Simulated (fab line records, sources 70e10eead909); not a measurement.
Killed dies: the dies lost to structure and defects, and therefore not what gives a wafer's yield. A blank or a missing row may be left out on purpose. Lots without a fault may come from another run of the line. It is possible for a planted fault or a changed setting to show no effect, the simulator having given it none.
Comparing a struck lot with a sound one | flow nand-harc | 13 steps out of a route of 1302
Sound: wafers L111.1, L111.3, L111.4. Struck: wafer L112.1 (left out: L112.2, L112.6 of the same lot, which were not struck); the cause appears at the end.
For every step that has rows: the tool of each side, followed by ch and its chambers, followed by its first start. Under that, the readings that differ: sound wafers | struck wafers | difference of the means | sigmas: that difference in standard deviations of wafers without a fault.
alike: words and numbers the same on both sides, and readings whose means are apart by under 2 such deviations; not compared: readings that were withheld, readings missing a value for some wafer, numbers with overlapping values and no deviation given by the record, and bounds like >300 which may hide the same value.
A row with sigmas, a row that says differs or no value, or rows on one side alone: a step with any of these is where the two part. Numbers that don't overlap but have no deviation are shown without sigmas and don't part them. A reading that every wafer of one side lacks parts them only if that side has two wafers or more.

NHARC_A_CHANNEL_FILL_D1_STRIP_28: strips in O2, time 20 s.
  sound on rie-diel-09 ch 0,1,3, day 11 18:16; struck on rie-diel-08 ch 0, day 12 08:11
  reading                | sound             | struck | difference | sigmas
  o2-flow-sccm (sccm)    | 499.4 497.6 496.7 | 503.0  | +5.1       | +3
  rf-hours-counter-h (h) | 4.4 4.3 4.7       | 3.8    | -0.7       |
  alike: drypump-motor-current-A, oes-product-au, rf-vpp-V, showerhead-plenum-p-Torr, throttle-valve-pct
then, 4 steps without rows for these wafers: NHARC_A_CHANNEL_FILL_D1_PRECLEAN_21 (cleans in dHF, time 30 s); NHARC_A_CHANNEL_FILL_D1_SRD_23; NHARC_A_CHANNEL_FILL_D1_CVD_05 (deposits poly-Si, target thk 5 nm); NHARC_A_CHANNEL_FILL_D1_ANNEAL_22 (time 7200 s).
NHARC_A_CHANNEL_FILL_D1_ALD_25: deposits SiOx, target thk 60 nm, pulse time 10 s, ald cycles 600.
  sound on ald-hk-04 ch 0,1,2, day 12 06:01; struck on ald-hk-04 ch 2, day 12 19:59
  reading                    | sound             | struck | difference | sigmas
  precursor-pulse-height-rel | 0.959 1.003 0.984 | 1.032  | +0.050     | +3
  alike: heater-power-w
NHARC_A_CHANNEL_FILL_D1_ETCHBACK_08: etches the open film in C4F8, target depth 220 nm, time 110 s.
  sound: rie-diel-08 ch 0,2,3; struck: rie-diel-08 ch 1
  alike: oes-product-au, rf-vpp-V
  not compared: rf-hours-counter-h
NHARC_A_CHANNEL_FILL_D1_STRIP_29: strips in O2, time 20 s.
  sound: rie-diel-08 ch 1,2,3; struck: rie-diel-08 ch 1
  reading                | sound       | struck | difference | sigmas
  rf-hours-counter-h (h) | 3.7 3.8 4.1 | 4.2    | +0.3       |
  alike: drypump-motor-current-A, o2-flow-sccm, oes-product-au, rf-vpp-V, showerhead-plenum-p-Torr, throttle-valve-pct
then, 3 steps without rows for these wafers: NHARC_A_CHANNEL_FILL_D1_PRECLEAN_30 (cleans in dHF, time 30 s); NHARC_A_CHANNEL_FILL_D1_SRD_31; NHARC_A_CHANNEL_FILL_D1_CVD_09 (deposits poly-Si, target thk 150 nm, time 3000 s).
NHARC_A_CHANNEL_FILL_D1_CMP_10: polishes, target thk 150 nm.
  sound on cmp-02 ch 1,2,3, day 12 17:32; struck on cmp-02 ch 2, day 13 07:22
  reading                | sound          | struck | difference | sigmas
  time-to-endpoint-s (s) | 13.6 17.4 16.3 | 27.4   | +11.6      | +5
  alike: motor-current-A, pad-life-wafers
then, 1 step without rows for these wafers: NHARC_END_SORT_01.

WHERE THEY PART
First at NHARC_A_CHANNEL_FILL_D1_STRIP_28; last, within this record, at NHARC_A_CHANNEL_FILL_D1_CMP_10.

WHY: what the simulator had put in
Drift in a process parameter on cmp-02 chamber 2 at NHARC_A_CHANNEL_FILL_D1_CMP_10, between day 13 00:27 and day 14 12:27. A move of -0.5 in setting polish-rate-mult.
